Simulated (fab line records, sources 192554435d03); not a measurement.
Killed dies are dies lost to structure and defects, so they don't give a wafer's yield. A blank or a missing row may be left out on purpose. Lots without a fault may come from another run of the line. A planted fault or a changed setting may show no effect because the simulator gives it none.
Chamber matching | flow n5_finfet | N5_DUMMY_REMOVAL_STRIP_10 on rie_diel-06: 4 sister chambers
The step strips in N2/H2, time 40 s. 4 wafers are shown with their chamber, then 7 later ones without.

WAFERS WITH THEIR CHAMBER
wafer  | chamber | drypump_motor_current_A (A)
L080.6 | 1       | 6.6
L086.2 | 2       | 5.6
L093.2 | 3       | 5.7
L093.3 | 0       | 5.2

WAFERS WITHOUT THEIR CHAMBER
wafer  | drypump_motor_current_A (A)
L093.5 | 6.5
L094.1 | 5.2
L094.2 | 6.6
L094.3 | 5.7
L097.1 | 5.7
L097.3 | 5.6
L097.5 | 5.6

WHICH CHAMBER EACH WENT THROUGH
wafer  | from the rows above | in truth
L093.5 | 1                   | 1
L094.1 | 0                   | 0
L094.2 | 1                   | 1
L094.3 | 3                   | 3
L097.1 | 3                   | 3
L097.3 | 2                   | 2
L097.5 | 2                   | 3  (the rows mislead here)
Placed correctly: 6 of 7. Can't be placed from these rows: 0. Placed wrongly: 1.
How it was worked out, from the rows above alone: a wafer's distance from a chamber is the root of the sum, over the readings, of the square of ((its reading less the chamber's mean) divided by the reading's scatter). The wafer belongs to the nearest chamber; if the next one is less than 2 further off, it can't be placed. A chamber's mean is the mean of its shown wafers. The scatter: with one shown wafer a chamber, the root of the mean of the squares of how far each hidden wafer lies from its nearest shown one.
